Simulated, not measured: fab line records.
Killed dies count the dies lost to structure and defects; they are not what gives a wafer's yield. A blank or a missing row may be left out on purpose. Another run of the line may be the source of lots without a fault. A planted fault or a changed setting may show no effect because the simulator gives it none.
Lot-split experiment	flow n5Finfet	route with 1938 steps; 7 lots, 21 wafers read

THE SPLIT
At N5_BEOL_M2_ILD_DEP_00 (deposits SiOC from DEMS/O2, target thk 79 nm, time 15.3 s), the setting timeS was moved away from the recipe's 15.3 s on 8 of the 21 wafers read, by -13.3% to +4.2%. This setting was run at the recipe's value on the other wafers.

No step appears in the file between the split and the reading.

THE READING
M2_ILD_THK (nm), taken at N5_BEOL_M2_THK_MEAS_01. Typical for fault-free wafers on this fab line: 78.8 nm, with standard deviation 1.1 nm.

wafer	tool, chamber at the split	timeS as run, s	against the recipe	M2_ILD_THK, nm	against lot-mates on the recipe
L075.1	pecvd-02, 1	13.26	-13.3%	69.1	-11.9
L075.4	pecvd-02, 1	15.3	recipe	80.7	-
L075.5	pecvd-02, 2	15.3	recipe	81.3	-
L077.2	pecvd-03, 2	13.94	-8.9%	71.3	-6.3
L077.3	pecvd-03, 1	15.3	recipe	77.6	-
L077.5	pecvd-03, 0	13.94	-8.9%	72.7	-4.9
L078.2	pecvd-03, 2	15.3	recipe	78.2	-
L078.4	pecvd-03, 0	15.3	recipe	79.6	-
L078.5	pecvd-03, 2	15.3	recipe	80.0	-
L083.2	pecvd-02, 1	15.3	recipe	79.0	-
L083.4	pecvd-02, 0	13.64	-10.8%	70.9	-9.1
L083.6	pecvd-02, 2	15.3	recipe	81.1	-
L088.1	pecvd-04, 2	15.3	recipe	77.4	-
L088.4	pecvd-04, 1	15.3	recipe	78.6	-
L088.5	pecvd-04, 0	15.3	recipe	79.8	-
L090.3	pecvd-03, 1	13.28	-13.2%	69.6	-9.5
L090.5	pecvd-03, 0	13.28	-13.2%	69.3	-9.8
L090.6	pecvd-03, 1	15.3	recipe	79.1	-
L092.1	pecvd-04, 1	15.94	+4.2%	81.0	+2.5
L092.2	pecvd-04, 2	15.94	+4.2%	80.7	+2.2
L092.5	pecvd-04, 1	15.3	recipe	78.5	-

FIT RESULTS
A straight line over all 21 wafers: M2_ILD_THK changes by +0.733 nm for each +1% of timeS; r = +0.97; the points scatter about the line by 1.1 nm.
The same after taking each lot's own level away (the mean of its wafers on the recipe; 21 wafers): +0.748 nm for each +1%; r = +0.98; scatter 0.92 nm.
Per that fit: largest timeS move, reading shift of 10 nm.
The span of the lots' own levels, 77.60 to 81.00 nm, comes to 3.1 times the standard deviation stated above.
The two slopes agree, so the slope changes little with the lot-to-lot level.
Check: -9.58 nm against its lot-mates is what the line predicts for one of the wafers moved furthest among these (-13.3%) when that wafer is left out of the fit. Against them it came out at -11.9 nm.

THE OTHER SPLITS THESE WAFERS WENT THROUGH
Other splits were also applied to these wafers ahead of the reading. Each is held against what the fit with the lots' levels taken away leaves over:
other split on the same wafers	wafers away from the commonest value	r with M2_ILD_THK (lot level and that fit taken away)
N5_BEOL_M0_SAQP_COAT_105 spinRpm	10	+0.31
N5_BEOL_M0_SPUTTER_116 timeS	12	-0.11
N5_BEOL_M1_COAT_68 spinRpm	5	+0.34
N5_BEOL_M1_DESCUM_33 timeS	5	-0.24
N5_BEOL_M1_CMP_52 downForcePsi	9	-0.10

THE WHOLE CHAIN: every reading that the file lists as answering this split, in the file's order
step	what it does	reading	change (the file's fit)	r (the file's)
N5_BEOL_M2_ILD_DEP_00	deposits SiOC from DEMS/O2, target thk 79 nm, time 15.3 s	SiOC_of_BEOL_M2_ILD_DEP_00.thkNm (the simulator's own value, which no gauge read)	+0.782 nm for each +1% of the setting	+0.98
N5_BEOL_M2_THK_MEAS_01		M2_ILD_THK	+0.784 for each +1% of the setting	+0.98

THE FILE'S OWN FIT
M2_ILD_THK changes by +0.784 nm for each +1% of timeS, r = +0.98.
